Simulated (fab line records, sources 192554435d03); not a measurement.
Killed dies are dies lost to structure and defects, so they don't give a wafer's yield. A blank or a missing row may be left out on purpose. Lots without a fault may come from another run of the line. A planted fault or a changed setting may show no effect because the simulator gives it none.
Split-lot experiment | flow n5_finfet | 7 lots, 39 wafers read, on a route of 1938 steps

THE SPLIT
At N5_BEOL_M0_SAQP_HM_DEP_111 (deposits SiO2 from SiH4/N2O, target thk 12 nm, time 7.2 s), the setting target_thk_a was moved away from the recipe's 120 angstrom on 18 of the 39 wafers read, by -28.3% to +46.8%. The other wafers ran this setting at the recipe's value.

FROM THE SPLIT TO THE READING: what the file shows between them, 4 steps
- N5_BEOL_M0_SAQP_COAT_81: time 60 s, resist thk 100 nm
- N5_BEOL_M0_SAQP_COAT_82: time 60 s, resist thk 30 nm
- N5_BEOL_M0_SAQP_ETCH_84: etches SOC in N2/H2, target depth 100 nm, overetch 20 nm, time 150 s
- N5_BEOL_M0_SAQP_STRIP_80: strips in N2/H2

THE READING
etch.depth_nm (the simulator's own value, which no gauge read), in nm, at N5_BEOL_M0_SAQP_HM_OPEN_112 (chemistry CHF3/O2, target SiO2, stops on a-Si, target depth 12 nm, time 13.5 s). The file gives no usual value for it. The 21 wafers here that ran the recipe average 11.950 nm, standard deviation 0.16 nm.

wafer  | tool, chamber at the split | target_thk_a as run, angstrom | against the recipe | etch.depth_nm, nm | against lot-mates on the recipe
L074.1 | pecvd-02, 0                | 176.2                         | +46.8%             | 17.49             | +5.353
L074.2 | pecvd-02, 2,1              | 176.2                         | +46.8%             | 17.68             | +5.543
L074.3 | pecvd-02, 2,1              | 176.2                         | +46.8%             | 17.52             | +5.383
L074.4 | pecvd-02, 2,0              | 120                           | recipe             | 12.17             | -
L074.5 | pecvd-02, 1                | 120                           | recipe             | 12.04             | -
L074.6 | pecvd-02, 2,0              | 120                           | recipe             | 12.2              | -
L075.1 | pecvd-03, 0                | 142.5                         | +18.8%             | 13.99             | +2.057
L075.2 | pecvd-03, 1                | 120                           | recipe             | 11.66             | -
L075.3 | pecvd-03, 1                | 142.5                         | +18.8%             | 14.22             | +2.287
L075.4 | pecvd-03, 0                | 142.5                         | +18.8%             | 14.4              | +2.467
L075.5 | pecvd-03, 1                | 120                           | recipe             | 11.9              | -
L075.6 | pecvd-03, 0                | 120                           | recipe             | 12.24             | -
L078.1 | pecvd-01, 2,1              | 120                           | recipe             | 11.86             | -
L078.2 | pecvd-01, 2,1              | 120                           | recipe             | 11.8              | -
L078.6 | pecvd-01, 0                | 120                           | recipe             | 12.11             | -
L079.1 | pecvd-01, 0                | 167.3                         | +39.4%             | 16.62             | +4.640
L079.2 | pecvd-01, 1                | 167.3                         | +39.4%             | 16.4              | +4.420
L079.3 | pecvd-01, 0                | 120                           | recipe             | 11.88             | -
L079.4 | pecvd-01, 1                | 120                           | recipe             | 12.04             | -
L079.5 | pecvd-01, 0                | 167.3                         | +39.4%             | 16.94             | +4.960
L079.6 | pecvd-01, 1                | 120                           | recipe             | 12.02             | -
L081.1 | pecvd-02, 2                | 120                           | recipe             | 11.8              | -
L081.2 | pecvd-02, 1,0              | 98.15                         | -18.2%             | 9.378             | -2.535
L081.3 | pecvd-02, 1,0              | 98.15                         | -18.2%             | 9.436             | -2.477
L081.4 | pecvd-02, 1                | 98.15                         | -18.2%             | 9.567             | -2.346
L081.5 | pecvd-02, 2,0              | 120                           | recipe             | 11.99             | -
L081.6 | pecvd-02, 2,0              | 120                           | recipe             | 11.95             | -
L085.1 | pecvd-03, 1                | 120                           | recipe             | 11.64             | -
L085.2 | pecvd-03, 2                | 120                           | recipe             | 11.97             | -
L085.3 | pecvd-03, 0,2,1            | 151.3                         | +26.1%             | 14.96             | +3.043
L085.4 | pecvd-03, 0,2,1            | 151.3                         | +26.1%             | 14.99             | +3.073
L085.5 | pecvd-03, 0,2,1            | 151.3                         | +26.1%             | 15.1              | +3.183
L085.6 | pecvd-03, 0                | 120                           | recipe             | 12.14             | -
L097.1 | pecvd-03, 2,0,2            | 120                           | recipe             | 11.78             | -
L097.2 | pecvd-03, 1                | 86.09                         | -28.3%             | 8.271             | -3.576
L097.3 | pecvd-03, 2,0,2            | 120                           | recipe             | 11.9              | -
L097.4 | pecvd-03, 2,0,2            | 120                           | recipe             | 11.86             | -
L097.5 | pecvd-03, 1,0              | 86.09                         | -28.3%             | 8.411             | -3.436
L097.6 | pecvd-03, 1,0              | 86.09                         | -28.3%             | 8.498             | -3.349
Where a row lists several chambers, the file gives one row for several wafers and doesn't say which wafer went through which chamber.

THE FIT
A straight line over all 39 wafers: etch.depth_nm changes by +0.122 nm for each +1% of target_thk_a; r = +1.00; the points scatter about the line by 0.17 nm.
The same after taking each lot's own level away (the mean of its wafers on the recipe; 39 wafers): +0.12 nm for each +1%; r = +1.00; scatter 0.16 nm.
On that fit, the largest move of target_thk_a shifts the reading by 5.6 nm.
The lots' own levels span 11.8467 to 12.1367 nm, that is 1.8 times the standard deviation above.
So the lot-to-lot level changes the slope little: the two slopes agree.
Check: with one of the wafers moved furthest among these (+46.8%) left out of the fit, the line predicts +5.6 nm for it against its lot-mates. It came out at +5.35 nm against them.

OTHER SPLITS ON THESE WAFERS
These wafers also went through other splits before the reading. Each is held against what the fit with the lots' levels taken away leaves over:
other split on the same wafers     | wafers away from the commonest value | r with etch.depth_nm (lot level and that fit taken away)
N5_FIN_SAQP_HM_DEP_72 target_thk_a | 12                                   | +0.03

THE WHOLE CHAIN: every reading that the file lists as answering this split, in the file's order
step                        | what it does                                                                   | reading                                                                                 | change (the file's fit)               | r (the file's)
N5_BEOL_M0_SAQP_HM_DEP_111  | deposits SiO2 from SiH4/N2O, target thk 12 nm, time 7.2 s                      | SiO2_of_BEOL_M0_SAQP_HM_DEP_111.thk_nm (the simulator's own value, which no gauge read) | +0.119 nm for each +1% of the setting | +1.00
N5_BEOL_M0_SAQP_HM_OPEN_112 | chemistry CHF3/O2, target SiO2, stops on a-Si, target depth 12 nm, time 13.5 s | etch.depth_nm (the simulator's own value, which no gauge read)                          | +0.119 nm for each +1% of the setting | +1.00

THE FILE'S OWN FIT
etch.depth_nm changes by +0.119 nm for each +1% of target_thk_a, r = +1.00.
